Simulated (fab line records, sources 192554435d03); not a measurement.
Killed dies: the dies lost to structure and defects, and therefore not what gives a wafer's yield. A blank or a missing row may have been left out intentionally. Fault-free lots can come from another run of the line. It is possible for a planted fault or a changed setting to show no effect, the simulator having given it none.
Which tool is to blame? || flow n5Finfet || 9 lots, 24 wafers sampled, at 6 steps of a route of 1938

## WHAT THE GAUGES SHOWED, per wafer
N5_BEOL_M3_INSPECT_13: inspects for defects (brightfield).
{"lot": "L259", "measured": "day 7 13:46", "on": "defectInspect-02", "rawDefectCount": "358 505 341"}
{"lot": "L260", "measured": "day 8 00:55", "on": "defectInspect-01", "rawDefectCount": "493 421 504"}
{"lot": "L263", "measured": "day 8 21:41", "on": "defectInspect-01", "rawDefectCount": "377 399"}
{"lot": "L269", "measured": "day 10 10:26", "on": "defectInspect-02", "rawDefectCount": "453 412 344"}
{"lot": "L270", "measured": "day 10 21:54", "on": "defectInspect-02", "rawDefectCount": "430 328 409"}
{"lot": "L275", "measured": "day 12 04:34", "on": "defectInspect-02", "rawDefectCount": "303 353 297"}
{"lot": "L277", "measured": "day 12 08:43", "on": "defectInspect-02", "rawDefectCount": "253 247"}
{"lot": "L278", "measured": "day 13 11:53", "on": "defectInspect-02", "rawDefectCount": "419 590"}
{"lot": "L279", "measured": "day 13 16:19", "on": "defectInspect-02", "rawDefectCount": "533 536 388"}

N5_BEOL_M3_OCD_MEAS_38.
{"lot": "L259", "measured": "day 7 19:12", "on": "ocd-01", "trenchDepthNm (nm)": "54.1 55.4 55.5"}
{"lot": "L260", "measured": "day 8 13:54", "on": "ocd-02", "trenchDepthNm (nm)": "56.9 54.8 55.4"}
{"lot": "L263", "measured": "day 8 23:49", "on": "ocd-02", "trenchDepthNm (nm)": "54.7 53.6"}
{"lot": "L269", "measured": "day 11 04:11", "on": "ocd-01", "trenchDepthNm (nm)": "59.2 59.4 59.0"}
{"lot": "L270", "measured": "day 11 06:29", "on": "ocd-02", "trenchDepthNm (nm)": "63.5 59.0 59.1"}
{"lot": "L275", "measured": "day 12 07:16", "on": "ocd-01", "trenchDepthNm (nm)": "53.3 54.5 53.7"}
{"lot": "L277", "measured": "day 12 11:27", "on": "ocd-02", "trenchDepthNm (nm)": "53.2 54.6"}
{"lot": "L278", "measured": "day 13 15:30", "on": "ocd-02", "trenchDepthNm (nm)": "54.3 55.8"}
{"lot": "L279", "measured": "day 13 18:30", "on": "ocd-01", "trenchDepthNm (nm)": "54.8 53.8 54.1"}

N5_BEOL_M4_RC_MEAS_101.
{"lot": "L259", "measured": "day 8 07:55", "on": "prober-02", "DIBL_N (mV/V)": "35.7 41.1 35.3", "DIBL_P (mV/V)": "35.8 42.1 35.4", "IOFF_N (nA/um)": "0.14 0.26 0.14", "IOFF_P (nA/um)": "0.18 0.29 0.18", "ION_N (uA/um)": "669 694 658", "ION_P (uA/um)": "452 470 455", "SS_N (mV/dec)": "71.3 73.5 71.3", "SS_P (mV/dec)": "74.0 75.4 73.2", "VT_N (mV)": "251 245 252", "VT_P (mV)": "-253 -249 -255"}
{"lot": "L260", "measured": "day 9 02:36", "on": "prober-02", "DIBL_N (mV/V)": "35.1 35.4 32.2", "DIBL_P (mV/V)": "35.7 37.1 32.7", "IOFF_N (nA/um)": "0.14 0.15 0.10", "IOFF_P (nA/um)": "0.18 0.21 0.16", "ION_N (uA/um)": "664 678 650", "ION_P (uA/um)": "451 468 450", "SS_N (mV/dec)": "71.3 71.5 70.5", "SS_P (mV/dec)": "73.3 73.0 72.2", "VT_N (mV)": "253 250 257", "VT_P (mV)": "-254 -250 -253"}
{"lot": "L263", "measured": "day 9 22:13", "on": "prober-01", "DIBL_N (mV/V)": "39.0 38.5", "DIBL_P (mV/V)": "40.5 40.0", "IOFF_N (nA/um)": "0.18 0.18", "IOFF_P (nA/um)": "0.25 0.24", "ION_N (uA/um)": "696 694", "ION_P (uA/um)": "479 477", "SS_N (mV/dec)": "71.5 71.4", "SS_P (mV/dec)": "73.8 74.2", "VT_N (mV)": "250 250", "VT_P (mV)": "-249 -247"}
{"lot": "L269", "measured": "day 11 16:40", "on": "prober-02", "DIBL_N (mV/V)": "35.9 41.9 36.9", "DIBL_P (mV/V)": "35.5 41.5 35.8", "IOFF_N (nA/um)": "0.14 0.26 0.15", "IOFF_P (nA/um)": "0.19 0.29 0.19", "ION_N (uA/um)": "686 690 685", "ION_P (uA/um)": "468 470 461", "SS_N (mV/dec)": "71.3 73.5 71.1", "SS_P (mV/dec)": "72.7 74.6 73.0", "VT_N (mV)": "249 243 253", "VT_P (mV)": "-251 -248 -253"}
{"lot": "L270", "measured": "day 11 16:50", "on": "prober-01", "DIBL_N (mV/V)": "38.2 35.4 34.8", "DIBL_P (mV/V)": "38.9 36.4 36.2", "IOFF_N (nA/um)": "0.18 0.13 0.15", "IOFF_P (nA/um)": "0.21 0.17 0.19", "ION_N (uA/um)": "669 667 698", "ION_P (uA/um)": "458 461 475", "SS_N (mV/dec)": "71.9 71.2 70.6", "SS_P (mV/dec)": "74.2 73.1 73.2", "VT_N (mV)": "249 253 248", "VT_P (mV)": "-252 -256 -252"}
{"lot": "L275", "measured": "day 13 01:37", "on": "prober-02", "DIBL_N (mV/V)": "32.2 35.6 36.5", "DIBL_P (mV/V)": "32.2 35.7 37.0", "IOFF_N (nA/um)": "0.12 0.16 0.18", "IOFF_P (nA/um)": "0.19 0.24 0.29", "ION_N (uA/um)": "669 678 686", "ION_P (uA/um)": "476 466 475", "SS_N (mV/dec)": "70.6 71.2 71.6", "SS_P (mV/dec)": "71.6 72.7 73.8", "VT_N (mV)": "251 248 244", "VT_P (mV)": "-247 -244 -240"}
{"lot": "L277", "measured": "day 13 01:31", "on": "prober-01", "DIBL_N (mV/V)": "37.0 37.9", "DIBL_P (mV/V)": "38.9 40.3", "IOFF_N (nA/um)": "0.16 0.17", "IOFF_P (nA/um)": "0.22 0.23", "ION_N (uA/um)": "673 672", "ION_P (uA/um)": "455 460", "SS_N (mV/dec)": "71.2 72.0", "SS_P (mV/dec)": "73.2 73.9", "VT_N (mV)": "251 251", "VT_P (mV)": "-252 -250"}
{"lot": "L278", "measured": "day 14 05:14", "on": "prober-02", "DIBL_N (mV/V)": "42.3 34.6", "DIBL_P (mV/V)": "42.9 33.3", "IOFF_N (nA/um)": "0.26 0.12", "IOFF_P (nA/um)": "0.34 0.16", "ION_N (uA/um)": "684 661", "ION_P (uA/um)": "467 457", "SS_N (mV/dec)": "72.5 70.7", "SS_P (mV/dec)": "76.7 73.3", "VT_N (mV)": "247 254", "VT_P (mV)": "-246 -255"}
{"lot": "L279", "measured": "day 14 09:05", "on": "prober-01", "DIBL_N (mV/V)": "34.2 36.0 32.6", "DIBL_P (mV/V)": "36.4 37.1 33.2", "IOFF_N (nA/um)": "0.15 0.18 0.12", "IOFF_P (nA/um)": "0.21 0.22 0.17", "ION_N (uA/um)": "678 682 665", "ION_P (uA/um)": "460 462 457", "SS_N (mV/dec)": "71.5 71.9 71.3", "SS_P (mV/dec)": "74.1 73.2 72.6", "VT_N (mV)": "248 246 251", "VT_P (mV)": "-249 -250 -254"}

## WHAT TOOL EACH LOT RAN ON (gives the tool, then ch and the chambers of the sampled wafers, and finally the start)
{"lot": "L259", "N5_BEOL_M3_ETCH_64": "rieDiel-03 ch 2,3, day 7 13:54", "N5_BEOL_M3_STRIP_19": "rieDiel-06 ch 0,1,3, day 7 14:13", "N5_BEOL_M3_TRENCH_ETCH_37": "rieDiel-05 ch 1,3, day 7 19:02"}
{"lot": "L260", "N5_BEOL_M3_ETCH_64": "rieDiel-05 ch 0,1,2, day 8 01:02", "N5_BEOL_M3_STRIP_19": "rieDiel-06 ch 0,1,2, day 8 01:19", "N5_BEOL_M3_TRENCH_ETCH_37": "rieDiel-05 ch 0,2,3, day 8 13:45"}
{"lot": "L263", "N5_BEOL_M3_ETCH_64": "rieDiel-05 ch 0,2, day 8 21:48", "N5_BEOL_M3_STRIP_19": "rieDiel-03 ch 1,2, day 8 22:10", "N5_BEOL_M3_TRENCH_ETCH_37": "rieDiel-05 ch 1,3, day 8 23:39"}
{"lot": "L269", "N5_BEOL_M3_ETCH_64": "rieDiel-06 ch 0,3, day 10 10:33", "N5_BEOL_M3_STRIP_19": "rieDiel-06 ch 1,2, day 10 10:56", "N5_BEOL_M3_TRENCH_ETCH_37": "rieDiel-05 ch 2,3, day 11 04:02"}
{"lot": "L270", "N5_BEOL_M3_ETCH_64": "rieDiel-06 ch 0,1, day 10 22:01", "N5_BEOL_M3_STRIP_19": "rieDiel-06 ch 1,2,3, day 10 22:18", "N5_BEOL_M3_TRENCH_ETCH_37": "rieDiel-05 ch 0,1, day 11 06:20"}
{"lot": "L275", "N5_BEOL_M3_ETCH_64": "rieDiel-03 ch 0,1, day 12 04:41", "N5_BEOL_M3_STRIP_19": "rieDiel-06 ch 1,2,3, day 12 04:58", "N5_BEOL_M3_TRENCH_ETCH_37": "rieDiel-03 ch 1,2, day 12 07:07"}
{"lot": "L277", "N5_BEOL_M3_ETCH_64": "rieDiel-05 ch 0,2, day 12 08:53", "N5_BEOL_M3_STRIP_19": "rieDiel-03 ch 1,2, day 12 09:08", "N5_BEOL_M3_TRENCH_ETCH_37": "rieDiel-06 ch 0,3, day 12 11:17"}
{"lot": "L278", "N5_BEOL_M3_ETCH_64": "rieDiel-05 ch 0,1, day 13 12:01", "N5_BEOL_M3_STRIP_19": "rieDiel-05 ch 0,1, day 13 12:18", "N5_BEOL_M3_TRENCH_ETCH_37": "rieDiel-06 ch 0,1, day 13 15:21"}
{"lot": "L279", "N5_BEOL_M3_ETCH_64": "rieDiel-06 ch 1,2, day 13 16:35", "N5_BEOL_M3_STRIP_19": "rieDiel-03 ch 0,2, day 13 16:52", "N5_BEOL_M3_TRENCH_ETCH_37": "rieDiel-03 ch 0,3, day 13 18:21"}
- N5_BEOL_M3_ETCH_64: etches SOC in N2/H2, target depth 75 nm, overetch 15 nm, time 112.5 s.
- N5_BEOL_M3_STRIP_19: strips in O2.
- N5_BEOL_M3_TRENCH_ETCH_37: etches SiOC in C4F6/O2, target depth 55.555 nm, time 29.2 s.

## AS READ BY THE TOOLS THEMSELVES (means over the sampled wafers that have a number; for cases with no such wafer, the mark the record gives instead)
N5_BEOL_M3_ETCH_64.
{"lot": "L259", "tool": "rieDiel-03", "drypumpMotorCurrentA (A)": 5.7, "oesProductAu (a.u.)": 0.60, "rfFwdPowerW (W)": 837.8, "rfVppV (V)": 525.0, "showerheadPlenumPTorr (Torr)": 2.60, "throttleValvePct (%)": 18.24}
{"lot": "L260", "tool": "rieDiel-05", "drypumpMotorCurrentA (A)": 5.6, "oesProductAu (a.u.)": 0.58, "rfFwdPowerW (W)": 838.4, "rfVppV (V)": 526.6, "showerheadPlenumPTorr (Torr)": 2.65, "throttleValvePct (%)": 17.87}
{"lot": "L263", "tool": "rieDiel-05", "drypumpMotorCurrentA (A)": 5.8, "oesProductAu (a.u.)": 0.58, "rfFwdPowerW (W)": 837.9, "rfVppV (V)": 526.0, "showerheadPlenumPTorr (Torr)": 2.64, "throttleValvePct (%)": 17.72}
{"lot": "L269", "tool": "rieDiel-06", "drypumpMotorCurrentA (A)": 5.5, "oesProductAu (a.u.)": 0.56, "rfFwdPowerW (W)": 834.8, "rfVppV (V)": 522.2, "showerheadPlenumPTorr (Torr)": 2.55, "throttleValvePct (%)": 17.77}
{"lot": "L270", "tool": "rieDiel-06", "drypumpMotorCurrentA (A)": 5.7, "oesProductAu (a.u.)": 0.54, "rfFwdPowerW (W)": 836.2, "rfVppV (V)": 525.4, "showerheadPlenumPTorr (Torr)": 2.61, "throttleValvePct (%)": 17.68}
{"lot": "L275", "tool": "rieDiel-03", "drypumpMotorCurrentA (A)": 6.2, "oesProductAu (a.u.)": 0.54, "rfFwdPowerW (W)": 836.4, "rfVppV (V)": 525.4, "showerheadPlenumPTorr (Torr)": 2.63, "throttleValvePct (%)": 18.17}
{"lot": "L277", "tool": "rieDiel-05", "drypumpMotorCurrentA (A)": 5.8, "oesProductAu (a.u.)": 0.57, "rfFwdPowerW (W)": 836.0, "rfVppV (V)": 527.5, "showerheadPlenumPTorr (Torr)": 2.63, "throttleValvePct (%)": 17.76}
{"lot": "L278", "tool": "rieDiel-05", "drypumpMotorCurrentA (A)": 5.2, "oesProductAu (a.u.)": 0.56, "rfFwdPowerW (W)": 837.0, "rfVppV (V)": 526.5, "showerheadPlenumPTorr (Torr)": 2.63, "throttleValvePct (%)": 17.90}
{"lot": "L279", "tool": "rieDiel-06", "drypumpMotorCurrentA (A)": 6.0, "oesProductAu (a.u.)": 0.55, "rfFwdPowerW (W)": 835.8, "rfVppV (V)": 524.2, "showerheadPlenumPTorr (Torr)": 2.54, "throttleValvePct (%)": 17.76}

N5_BEOL_M3_STRIP_19.
{"lot": "L259", "tool": "rieDiel-06", "drypumpMotorCurrentA (A)": 5.5, "oesProductAu (a.u.)": 0.71, "rfVppV (V)": 3.8, "showerheadPlenumPTorr (Torr)": 2.13, "throttleValvePct (%)": 16.72}
{"lot": "L260", "tool": "rieDiel-06", "drypumpMotorCurrentA (A)": 6.0, "oesProductAu (a.u.)": 0.74, "rfVppV (V)": 3.4, "showerheadPlenumPTorr (Torr)": 2.14, "throttleValvePct (%)": 16.70}
{"lot": "L263", "tool": "rieDiel-03", "drypumpMotorCurrentA (A)": 6.1, "oesProductAu (a.u.)": 0.73, "rfVppV (V)": 3.8, "showerheadPlenumPTorr (Torr)": 2.14, "throttleValvePct (%)": 16.93}
{"lot": "L269", "tool": "rieDiel-06", "drypumpMotorCurrentA (A)": 6.4, "oesProductAu (a.u.)": 0.74, "rfVppV (V)": 3.4, "showerheadPlenumPTorr (Torr)": 2.07, "throttleValvePct (%)": 16.71}
{"lot": "L270", "tool": "rieDiel-06", "drypumpMotorCurrentA (A)": 5.9, "oesProductAu (a.u.)": 0.73, "rfVppV (V)": 3.5, "showerheadPlenumPTorr (Torr)": 2.07, "throttleValvePct (%)": 16.75}
{"lot": "L275", "tool": "rieDiel-06", "drypumpMotorCurrentA (A)": 5.9, "oesProductAu (a.u.)": 0.72, "rfVppV (V)": 3.9, "showerheadPlenumPTorr (Torr)": 2.06, "throttleValvePct (%)": 16.78}
{"lot": "L277", "tool": "rieDiel-03", "drypumpMotorCurrentA (A)": 6.0, "oesProductAu (a.u.)": 0.72, "rfVppV (V)": 3.5, "showerheadPlenumPTorr (Torr)": 2.13, "throttleValvePct (%)": 16.95}
{"lot": "L278", "tool": "rieDiel-05", "drypumpMotorCurrentA (A)": 5.2, "oesProductAu (a.u.)": 0.71, "rfVppV (V)": 3.8, "showerheadPlenumPTorr (Torr)": 2.16, "throttleValvePct (%)": 16.70}
{"lot": "L279", "tool": "rieDiel-03", "drypumpMotorCurrentA (A)": 5.7, "oesProductAu (a.u.)": 0.73, "rfVppV (V)": 3.7, "showerheadPlenumPTorr (Torr)": 2.13, "throttleValvePct (%)": 16.93}

N5_BEOL_M3_TRENCH_ETCH_37.
{"lot": "L259", "tool": "rieDiel-05", "drypumpMotorCurrentA (A)": 5.7, "oes_f_703_au (a.u.)": 0.72, "oes_o_777_au (a.u.)": 0.71, "oesProductAu (a.u.)": 0.69, "rfFwdPowerW (W)": 349.2, "rfVppV (V)": 683, "showerheadPlenumPTorr (Torr)": 2.89, "throttleValvePct (%)": 21.15}
{"lot": "L260", "tool": "rieDiel-05", "drypumpMotorCurrentA (A)": 5.9, "oes_f_703_au (a.u.)": 0.75, "oes_o_777_au (a.u.)": 0.74, "oesProductAu (a.u.)": 0.72, "rfFwdPowerW (W)": 351.7, "rfVppV (V)": 673, "showerheadPlenumPTorr (Torr)": 2.92, "throttleValvePct (%)": 20.87}
{"lot": "L263", "tool": "rieDiel-05", "drypumpMotorCurrentA (A)": 5.5, "oes_f_703_au (a.u.)": 0.71, "oes_o_777_au (a.u.)": 0.70, "oesProductAu (a.u.)": 0.68, "rfFwdPowerW (W)": 347.8, "rfVppV (V)": 682, "showerheadPlenumPTorr (Torr)": 2.91, "throttleValvePct (%)": 21.16}
{"lot": "L269", "tool": "rieDiel-05", "drypumpMotorCurrentA (A)": 6.2, "oes_f_703_au (a.u.)": 0.92, "oes_o_777_au (a.u.)": 0.90, "oesProductAu (a.u.)": 0.74, "rfFwdPowerW (W)": 435.0, "rfVppV (V)": 604, "showerheadPlenumPTorr (Torr)": 2.91, "throttleValvePct (%)": 20.95}
{"lot": "L270", "tool": "rieDiel-05", "drypumpMotorCurrentA (A)": 5.2, "oes_f_703_au (a.u.)": 0.93, "oes_o_777_au (a.u.)": 0.90, "oesProductAu (a.u.)": 0.75, "rfFwdPowerW (W)": 433.0, "rfVppV (V)": 603, "showerheadPlenumPTorr (Torr)": 2.95, "throttleValvePct (%)": 21.00}
{"lot": "L275", "tool": "rieDiel-03", "drypumpMotorCurrentA (A)": 5.9, "oes_f_703_au (a.u.)": 0.72, "oes_o_777_au (a.u.)": 0.75, "oesProductAu (a.u.)": 0.72, "rfFwdPowerW (W)": 351.0, "rfVppV (V)": 646, "showerheadPlenumPTorr (Torr)": 2.89, "throttleValvePct (%)": 21.12}
{"lot": "L277", "tool": "rieDiel-06", "drypumpMotorCurrentA (A)": 5.5, "oes_f_703_au (a.u.)": 0.70, "oes_o_777_au (a.u.)": 0.71, "oesProductAu (a.u.)": 0.69, "rfFwdPowerW (W)": 348.6, "rfVppV (V)": 672, "showerheadPlenumPTorr (Torr)": 2.79, "throttleValvePct (%)": 20.77}
{"lot": "L278", "tool": "rieDiel-06", "drypumpMotorCurrentA (A)": 5.7, "oes_f_703_au (a.u.)": 0.67, "oes_o_777_au (a.u.)": 0.67, "oesProductAu (a.u.)": 0.68, "rfFwdPowerW (W)": 345.5, "rfVppV (V)": 672, "showerheadPlenumPTorr (Torr)": 2.92, "throttleValvePct (%)": 20.74}
{"lot": "L279", "tool": "rieDiel-03", "drypumpMotorCurrentA (A)": 5.9, "oes_f_703_au (a.u.)": 0.90, "oes_o_777_au (a.u.)": 0.91, "oesProductAu (a.u.)": 0.89, "rfFwdPowerW (W)": 350.7, "rfVppV (V)": 666, "showerheadPlenumPTorr (Torr)": 2.93, "throttleValvePct (%)": 21.01}

## THE ANSWER, worked out from the rows above alone
Rule: the usual values come from the lots themselves. Put in order of their means at a reading, lots are off if they are a third of the lots or fewer, leave a main group of 4 or more, and stand apart from it by a gap of 3 or more times the standard deviation of the main group's means; of several such gaps the widest counts. Not used: any main group whose means are identical at the precision the tables above print for the reading. A lot without any number at a reading at which 4 lots or more have one is off too. Any other lot the step has rows for is counted as sound. First the gauges in route order, then the tools' own readings, where a lot's mean is used as printed above. The first step at which some lot is off is used, and at that step the reading that is off furthest; a lot without a number counts as furthest.
Off: L269, L270 (N5_BEOL_M3_OCD_MEAS_38, trenchDepthNm). For the main group the mean is 54.6 nm and the standard deviation 0.65.
A tool fits if, at a process step before that reading, it ran every lot that is off, and no sound lot after the first of them. The gauges at N5_BEOL_M3_OCD_MEAS_38 aren't tried: what is off there is off at N5_BEOL_M3_STRIP_19 too, on other tools, and a gauge's error can't cause that. One candidate fits, namely rieDiel-05 at N5_BEOL_M3_TRENCH_ETCH_37. Its last sound lot is L263 (day 8 23:39), its first lot that is off L269 (day 11 04:02): a fault that began between those two fits.
The tool's own readings at N5_BEOL_M3_TRENCH_ETCH_37 bear it out: on the lots that are off they differ by more than 5 times the standard deviation of the sound lots' means. rfFwdPowerW reads 434.0 W there against 349.2 W on the sound lots; rfVppV reads 604 V there against 671 V on the sound lots.

## WHAT WAS PUT IN BY THE SIMULATOR
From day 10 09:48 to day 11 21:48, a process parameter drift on rieDiel-05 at N5_BEOL_M3_TRENCH_ETCH_37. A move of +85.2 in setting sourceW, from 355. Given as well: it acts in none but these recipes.
Struck lots among those shown: L269, L270. Same finding as the rule above.
